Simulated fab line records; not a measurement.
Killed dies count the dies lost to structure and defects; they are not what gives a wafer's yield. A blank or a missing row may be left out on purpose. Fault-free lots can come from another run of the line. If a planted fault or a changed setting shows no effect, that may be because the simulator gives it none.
fab line records	flow n5_finfet
record lots=6	wafers=18	last_day=17
route steps=1938 shown FIN_CUT@166 BEOL_M4@1111
lots with no fault: from the same line, run without faults
start_h: hours from the record's first day to the start of the lot's first wafer shown	wait_h: hours from the lot's prior step to this one	" repeats the value in the row above	L1.1+2: a single row standing in for several wafers	- no value, or no start given	* or withheld: withheld	< > ~ a bound
route shown NAME@n: a module of which the file shows steps, and the number in the route of the first	usual: average and standard deviation across the fault-free wafers	same: alike in all rows	chamber/n: place in a boat	sites: the reading at each site	_std_site: standard deviation across them	_edge_site: the outer-site mean with the inner-site mean subtracted	radius_mm: for every site, how far away it sits from the centre of the wafer	mask NAME#n: copy n	behind: tool/chamber where the wafer was last shaped	hold: why the lot was held/for how many hours/how that ended	device: the n, p or np transistor that did not switch	end of line: tests of these same wafers at the route's end	where a step has no rows: the recipe by itself	killed: dies lost to structure and defects at the first sort, not the wafer's yield	map: dies across one wafer; x = killed, . = not, _ = none there
set.NAME: the run value of the setting; set.NAME@STEP: its run value at that earlier step	model.NAME: the simulator's own value behind a step, which no gauge read
lots at selected steps of the route; one table per step, one row per wafer
services: when a tool's chamber went out of use (start_h, in hours from the record's first day, below 0 if earlier), for how many hours, and the reason
## steps
# step N5_FIN_CUT_DESCUM_13
# recipe chemistry=O2	time_s=7	source_power_w=50	bias_power_w=20	pressure_mtorr=20	rf_frequency_hz=2.712e+07	temp_c=40	resist=CAR-EUV	o2_flow_sccm=225
# usual drypump_motor_current_A=5.8/0.53	oes_product_au=0.74/0.04	rf_vpp_V=242.9/1.1	showerhead_plenum_p_Torr=2.08/0.051	throttle_valve_pct=20.56/0.2
lot.wafer	tool	chamber	start_h	wait_h	drypump_motor_current_A	oes_product_au	rf_hours_counter_h	rf_vpp_V	showerhead_plenum_p_Torr	throttle_valve_pct
L571.2	rie_diel-05	2	31.07	0.1	5.5	0.73	197	241.4	2.07	20.29
L571.3	"	0	"	"	5.4	0.72	168	242.8	2.08	20.47
L571.6	"	1	"	"	6.7	0.74	-	242.1	2.08	20.60
L572.1	rie_diel-04	3	33.86	0.1	5.7	0.73	200	241.4	1.99	20.77
L572.2	"	0	"	"	6.1	0.76	137	244.3	2.10	20.53
L572.4	"	2	"	"	5.5	0.79	125	245.9	2.20	20.44
L579.1	rie_diel-05	3	75.73	0.0	5.6	0.74	169	242.6	2.09	20.90
L579.3	"	2	"	"	5.5	0.73	211	243.5	2.06	20.30
L579.6	"	3	"	"	5.6	0.75	-	244.4	2.09	20.91
L580.3	rie_diel-05	0	82.94	0.0	5.4	0.72	184	242.2	2.08	20.51
L580.4	"	2	"	"	5.5	0.72	213	243.2	2.06	20.31
L580.6	"	1	"	"	6.7	0.73	-	242.4	2.08	20.60
L587.2	rie_diel-04	1	122.79	0.0	6.6	0.79	142	242.1	2.01	20.56
L587.3	"	2	"	"	5.5	0.78	150	245.6	2.19	20.47
L587.6	"	3	"	"	5.6	0.71	-	242.3	1.98	20.78
L590.2	rie_diel-04	1	142.01	0.0	6.6	0.78	150	242.3	2.01	20.57
L590.3	"	2	"	"	5.5	0.77	157	242.8	2.18	20.51
L590.5	"	3	"	"	5.7	0.70	-	241.4	1.98	20.80
# step N5_FIN_CUT_ETCH_30
# recipe chemistry=N2/H2	target=underlayer	target_depth_a=130	mask_material=CAR-EUV	time_s=10.4	ion_energy_ev=200	pressure_mtorr=30	source_w=840	bias_w=150	n2_flow_sccm=200	h2_flow_sccm=200	ends=cleared
# step N5_FIN_CUT_ETCH_20
# recipe chemistry=CF4	target=SiARC	target_depth_a=260	mask_material=CAR-EUV	time_s=43.3	ion_energy_ev=80	pressure_mtorr=40	source_w=545	bias_w=36	Ar_flow_sccm=100	cf4_flow_sccm=100	ends=cleared
# usual drypump_motor_current_A=5.8/0.53	etch_rf_on_time_s=43.3/0.7	oes_product_au=0.63/0.036	rf_vpp_V=184.0/0.97	showerhead_plenum_p_Torr=2.13/0.048	throttle_valve_pct=15.77/0.19
lot.wafer	tool	chamber	start_h	wait_h	drypump_motor_current_A	etch_rf_on_time_s	oes_product_au	rf_hours_counter_h	rf_vpp_V	showerhead_plenum_p_Torr	throttle_valve_pct
L571.2	rie_diel-05	2	31.13	0.0	5.5	43.6	0.62	197	184.4	2.13	15.58
L571.3	"	0	"	"	5.4	43.5	0.62	168	183.2	2.13	15.71
L571.6	"	1	"	"	6.7	42.4	0.63	-	183.6	2.14	15.82
L572.1	rie_diel-04	3	33.92	0.0	5.7	43.1	0.62	200	184.0	2.04	15.95
L572.2	"	0	"	"	6.1	43.7	0.64	137	185.3	2.15	15.71
L572.4	"	2	"	"	5.5	43.7	0.68	125	184.3	2.24	15.63
L579.1	rie_diel-05	3	75.79	0.0	5.6	44.0	0.63	169	183.7	2.13	16.06
L579.3	"	2	"	"	5.5	43.3	0.62	211	183.9	2.12	15.58
L579.6	"	3	"	"	5.6	43.8	0.63	-	184.3	2.13	16.05
L580.3	rie_diel-05	0	82.99	0.0	5.4	43.6	0.61	184	183.7	2.13	15.73
L580.4	"	2	"	"	5.5	43.8	0.61	213	183.8	2.12	15.59
L580.6	"	1	"	"	6.7	42.6	0.61	-	184.5	2.14	15.84
L587.2	rie_diel-04	1	122.84	0.0	6.6	42.5	0.67	142	182.6	2.06	15.73
L587.3	"	2	"	"	5.5	43.0	0.66	150	186.1	2.23	15.68
L587.6	"	3	"	"	5.6	42.8	0.61	-	182.9	2.04	15.99
L590.2	rie_diel-04	1	142.06	0.0	6.6	42.3	0.67	150	182.1	2.06	15.74
L590.3	"	2	"	"	5.5	42.9	0.66	157	185.6	2.23	15.70
L590.5	"	3	"	"	5.7	42.6	0.60	-	183.9	2.03	16.03
# step N5_FIN_CUT_ETCH_21
# recipe chemistry=N2/H2	target=SOC	target_depth_a=2190	overetch_a=438	mask_material=SiARC	temp_c=40	ion_energy_ev=100	bias_w=61	time_s=523.5	pressure_mtorr=30	source_w=850	n2_flow_sccm=200	h2_flow_sccm=200
# step N5_FIN_CUT_STRIP_23
# recipe chemistry=N2/H2	temp_c=40	n2_flow_sccm=200	h2_flow_sccm=200	rf_frequency_hz=6e+07
# step N5_FIN_CUT_STRIP_31
# recipe chemistry=N2/H2	temp_c=40	n2_flow_sccm=200	h2_flow_sccm=200	rf_frequency_hz=6e+07
# step N5_FIN_CUT_STRIP_24
# recipe chemistry=CF4	resist=SiARC	power_w=300	bias_power_w=75	pressure_mtorr=50	cf4_flow_sccm=150	rf_frequency_hz=6e+07
# usual drypump_motor_current_A=5.8/0.53	oes_product_au=0.73/0.039	power_w=300.1/0.87	rf_vpp_V=270.9/1.2	showerhead_plenum_p_Torr=1.78/0.041	throttle_valve_pct=13.76/0.18
lot.wafer	tool	chamber	start_h	wait_h	drypump_motor_current_A	oes_product_au	power_w	rf_hours_counter_h	rf_vpp_V	showerhead_plenum_p_Torr	throttle_valve_pct
L571.2	rie_diel-05	2	31.49	0.0	5.5	0.73	299.1	197	270.3	1.78	13.57
L571.3	"	0	"	"	5.4	0.72	297.9	168	271.5	1.79	13.73
L571.6	"	1	"	"	6.7	0.73	300.8	-	270.9	1.80	13.80
L572.1	rie_diel-04	3	34.28	0.0	5.6	0.72	299.7	200	268.6	1.71	13.93
L572.2	"	0	"	"	6.1	0.74	300.7	137	272.0	1.80	13.68
L572.4	"	2	"	"	5.5	0.79	300.2	125	273.9	1.88	13.63
L579.1	rie_diel-05	3	76.15	0.0	5.6	0.73	299.7	169	270.9	1.79	14.04
L579.3	"	2	"	"	5.5	0.72	299.7	211	270.5	1.78	13.62
L579.6	"	3	"	"	5.6	0.74	300.8	-	270.9	1.79	14.02
L580.3	rie_diel-05	0	83.35	0.0	5.4	0.70	299.9	185	270.6	1.79	13.74
L580.4	"	2	"	"	5.5	0.72	300.0	213	271.4	1.78	13.62
L580.6	"	1	"	"	6.7	0.72	299.7	-	271.7	1.80	13.84
L587.2	rie_diel-04	1	123.21	0.0	6.6	0.78	299.1	142	269.2	1.73	13.69
L587.3	"	2	"	"	5.5	0.76	300.2	150	271.6	1.87	13.67
L587.6	"	3	"	"	5.6	0.70	300.7	-	268.1	1.71	13.98
L590.2	rie_diel-04	1	142.43	0.0	6.6	0.77	298.6	150	267.8	1.73	13.71
L590.3	"	2	"	"	5.5	0.76	301.5	157	273.1	1.87	13.69
L590.5	"	3	"	"	5.7	0.70	298.8	-	269.6	1.70	14.00
# step N5_FIN_CUT_CUT_ETCH_26
# recipe chemistry=CH3F/O2	target=SiNx	target_depth_a=390	mask_material=SOC	time_s=55.7	pressure_mtorr=30	source_w=395	bias_w=73	Ar_flow_sccm=150	CH3F_flow_sccm=30	O2_flow_sccm=20	ion_energy_ev=120
# step N5_FIN_CUT_CUT_ETCH_27
# recipe chemistry=CHF3/O2	target=SiO2	target_depth_a=40	mask_material=SOC	overetch_a=20	time_s=4.9	pressure_mtorr=30	source_w=650	bias_w=170	Ar_flow_sccm=200	CHF3_flow_sccm=50	O2_flow_sccm=5	ion_energy_ev=200
# usual drypump_motor_current_A=5.8/0.54	oes_f_703_au=0.74/0.042	oes_product_au=0.59/0.031	rf_vpp_V=526/5.9	showerhead_plenum_p_Torr=2.39/0.054	throttle_valve_pct=18.96/0.2
lot.wafer	tool	chamber	start_h	wait_h	drypump_motor_current_A	oes_f_703_au	oes_product_au	rf_hours_counter_h	rf_vpp_V	showerhead_plenum_p_Torr	throttle_valve_pct
L571.2	rie_diel-05	2	31.55	0.0	5.5	0.73	0.59	197	519	2.39	18.72
L571.3	"	0	"	"	5.4	0.71	0.58	168	528	2.40	18.89
L571.6	"	1	"	"	6.7	0.74	0.58	-	532	2.40	18.99
L572.1	rie_diel-04	3	34.34	0.0	5.6	0.73	0.57	200	524	2.30	19.18
L572.2	"	0	"	"	6.1	0.75	0.60	137	526	2.42	18.95
L572.4	"	2	"	"	5.5	0.80	0.63	125	530	2.51	18.80
L579.1	rie_diel-05	3	76.21	0.0	5.6	0.73	0.59	169	533	2.40	19.28
L579.3	"	2	"	"	5.5	0.72	0.57	211	519	2.38	18.76
L579.6	"	3	"	"	5.6	0.74	0.59	-	530	2.40	19.26
L580.3	rie_diel-05	0	83.42	0.0	5.4	0.71	0.57	185	527	2.39	18.92
L580.4	"	2	"	"	5.5	0.72	0.57	213	519	2.38	18.73
L580.6	"	1	"	"	6.7	0.73	0.57	-	534	2.39	19.01
L587.2	rie_diel-04	1	123.27	0.0	6.6	0.79	0.61	142	512	2.32	18.91
L587.3	"	2	"	"	5.5	0.78	0.61	150	530	2.50	18.84
L587.6	"	3	"	"	5.7	0.71	0.56	-	524	2.29	19.21
L590.2	rie_diel-04	1	142.49	0.0	6.7	0.78	0.61	150	512	2.31	18.92
L590.3	"	2	"	"	5.5	0.77	0.61	157	530	2.50	18.85
L590.5	"	3	"	"	5.6	0.71	0.56	-	525	2.29	19.24
# step N5_FIN_CUT_PRECLEAN_35
# recipe time_s=13.3	temp_c=45	pressure_torr=125	p_hf_torr=3	p_coreactant_torr=25	chemistry=vHF
# usual drypump_motor_current_A=6.0/0.49
lot.wafer	tool	chamber	start_h	wait_h	drypump_motor_current_A
L571.2	vapor_etch-01	0	32.61	1.0	6.5
L571.3	"	1	"	"	6.3
L571.6	"	1	"	"	6.3
L572.1	vapor_etch-01	0	34.41	0.0	6.5
L572.2	"	1	"	"	6.3
L572.4	"	0	"	"	6.5
L579.1	vapor_etch-01	1	76.28	0.0	6.3
L579.3	"	1	"	"	6.3
L579.6	"	0	"	"	6.5
L580.3	vapor_etch-01	0	83.51	0.1	6.5
L580.4	"	1	"	"	6.3
L580.6	"	0	"	"	6.5
L587.2	vapor_etch-02	0	123.34	0.0	5.2
L587.3	"	0	"	"	5.2
L587.6	"	1	"	"	6.0
L590.2	vapor_etch-02	0	142.56	0.0	5.2
L590.3	"	1	"	"	6.0
L590.5	"	0	"	"	5.2
# step N5_FIN_CUT_CUT_ETCH_15
# recipe chemistry=HBr/Cl2/O2	target=Si	target_depth_a=1000	bt_time_s=10	mask_material=SOC	time_s=42.4	ion_energy_ev=*	bias_w=*	pressure_mtorr=10	icp_w=800	HBr_flow_sccm=150	Cl2_flow_sccm=80	O2_flow_sccm=12
# step N5_FIN_CUT_CUT_ETCH_28
# recipe chemistry=HBr/Cl2/O2	target=Si	target_depth_a=60	mask_material=SOC	time_s=2.4	ion_energy_ev=*	bias_w=*	pressure_mtorr=10	icp_w=800	HBr_flow_sccm=150	Cl2_flow_sccm=80	O2_flow_sccm=12
# step N5_FIN_CUT_STRIP_22
# recipe chemistry=N2/H2	power_w=500	temp_c=40	pressure_mtorr=50	rf_frequency_hz=6e+07	overash_fraction=0.3	bias_power_w=8	h2_frac=0.5	n2_flow_sccm=300	h2_flow_sccm=300
# usual drypump_motor_current_A=5.8/0.5	oes_product_au=0.74/0.033	power_w=500.0/1.4	rf_vpp_V=53.8/2.6	showerhead_plenum_p_Torr=3.33/0.078	throttle_valve_pct=19.01/0.3
lot.wafer	tool	chamber	start_h	wait_h	drypump_motor_current_A	oes_product_au	power_w	rf_hours_counter_h	rf_vpp_V	showerhead_plenum_p_Torr	throttle_valve_pct
L571.2	rie_diel-04	0	32.81	0.0	6.1	0.76	500.6	136	55.1	3.36	18.60
L571.3	"	2	"	"	5.5	0.81	497.3	124	54.1	3.51	18.74
L571.6	"	0	"	"	6.1	0.78	500.6	-	58.7	3.36	18.55
L572.1	rie_diel-04	2	34.62	0.0	5.5	0.79	499.7	125	55.9	3.51	18.72
L572.2	"	3	"	"	5.6	0.72	498.0	200	51.9	3.19	18.96
L572.4	"	1	"	"	6.6	0.80	501.0	116	53.5	3.25	19.26
L579.1	rie_diel-04	0	76.50	0.1	6.1	0.75	606.5	149	54.3	3.35	18.59
L579.3	"	2	"	"	5.5	0.81	500.5	137	53.1	3.50	18.73
L579.6	"	1	"	"	6.6	0.80	503.6	-	57.2	3.24	19.29
L580.3	rie_diel-04	3	83.70	0.1	5.7	0.71	501.5	213	54.5	3.19	18.98
L580.4	"	0	"	"	6.1	0.76	606.8	151	57.6	3.35	18.64
L580.6	"	1	"	"	6.6	0.79	500.9	-	54.4	3.24	19.32
L587.2	rie_diel-02	0	123.56	0.1	6.0	0.72	498.0	197	54.4	3.33	19.52
L587.3	"	1	"	"	5.9	0.71	500.1	246	48.0	3.19	18.78
L587.6	"	2	"	"	5.7	0.77	500.3	-	57.1	3.39	18.57
L590.2	rie_diel-02	3	142.76	0.0	4.8	0.74	500.2	173	53.3	3.35	19.13
L590.3	"	2	"	"	5.6	0.77	498.3	124	51.0	3.38	18.61
L590.5	"	2	"	"	5.6	0.77	497.1	-	55.4	3.38	18.60
# step N5_FIN_CUT_PRECLEAN_36
# recipe chemistry=O3/DIW	time_s=60	temp_c=22	o3_ppm=10
# step N5_BEOL_M4_RC_MEAS_101
# usual DIBL_N=36.3/1.2	DIBL_P=36.3/1.4	IOFF_N=0.157/0.02	IOFF_P=0.22/0.033	ION_N=675/9.6	ION_P=465/8.2	SS_N=71.4/0.45	SS_P=73.3/0.54	VT_N=249.8/2.5	VT_P=-249/3.2
lot.wafer	tool	chamber	start_h	wait_h	DIBL_N[mV/V]	DIBL_P[mV/V]	IOFF_N[nA/um]	IOFF_P[nA/um]	ION_N[uA/um]	ION_P[uA/um]	SS_N[mV/dec]	SS_P[mV/dec]	VT_N[mV]	VT_P[mV]
L571.2	prober-01	0	170.50	0.2	35.8	36.7	0.144	0.20	680	466	71.1	72.8	248.4	-251
L571.3	"	0	"	"	36.6	38.0	0.160	0.22	666	462	71.2	72.9	247.8	-250
L571.6	"	0	"	"	36.8	38.0	0.165	0.22	686	470	71.8	73.0	248.4	-251
L572.1	prober-02	0	203.05	0.0	37.3	38.1	0.180	0.25	680	473	72.2	73.1	251.2	-247
L572.2	"	0	"	"	34.9	35.0	0.127	0.19	668	464	70.9	73.0	252.0	-249
L572.4	"	0	"	"	37.5	38.4	0.191	0.26	690	476	72.1	74.0	246.9	-246
L580.3	prober-01	0	232.58	0.7	33.2	34.0	0.131	0.19	665	463	71.2	72.3	252.8	-248
L580.4	"	0	"	"	33.6	34.4	0.138	0.19	651	457	71.0	72.2	248.5	-247
L580.6	"	0	"	"	32.5	34.1	0.128	0.19	668	461	71.4	73.1	250.6	-247
L579.1	prober-01	0	247.92	0.0	37.6	35.5	0.165	0.23	679	464	71.4	73.5	250.5	-247
L579.3	"	0	"	"	38.6	37.0	0.182	0.26	688	477	71.7	73.7	249.2	-246
L579.6	"	0	"	"	38.0	35.8	0.156	0.22	674	467	71.6	73.5	251.0	-249
L587.2	prober-02	0	274.16	0.2	36.7	36.3	0.167	0.20	687	466	71.1	73.6	250.2	-249
L587.3	"	0	"	"	36.1	36.5	0.162	0.21	669	458	71.9	73.6	249.7	-248
L587.6	"	0	"	"	35.6	35.0	0.143	0.19	670	458	71.8	73.0	249.7	-251
L590.2	prober-02	0	300.73	0.3	35.4	37.1	0.135	0.20	657	460	70.9	73.3	252.2	-251
L590.3	"	0	"	"	35.1	36.5	0.133	0.19	666	462	70.9	72.7	251.8	-251
L590.5	"	0	"	"	35.0	36.3	0.129	0.20	663	465	71.1	72.6	252.5	-251
## services
tool	chamber	start_h	hours	kind
vapor_etch-01	-	8.67	2.8	pm
rie_diel-02	0	11.41	4.6	repair
rie_diel-02	-	27.28	15.6	pm
vapor_etch-02	1	37.15	8.6	repair
rie_diel-02	3	86.41	11.3	repair
rie_diel-04	3	97.35	10.8	repair
rie_diel-04	-	100.48	4.0	repair
vapor_etch-02	-	115.18	0.1	repair
rie_diel-02	1	137.73	-	clean
rie_diel-02	1	137.73	-	consumable_replace:focus_ring
rie_diel-02	1	137.73	-	consumable_replace:showerhead
rie_diel-02	-	139.51	0.9	repair
## key
first_sign step=N5_FIN_CUT_STRIP_22	reading=power_w	direction=up	sigmas=76	usual=*	struck=*
effect none on later readings
met_at N5_FIN_CUT_STRIP_22
struck_wafers L579.1,L580.4
onset_between 32.81 76.50
fault kind=process_parameter_drift	tool=rie_diel-04	chamber=0	onset_h=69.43	steps=N5_FIN_CUT_STRIP_22	channel=power_w	offset=*	shape=step	end_h=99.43	acts_in=*	stated=*
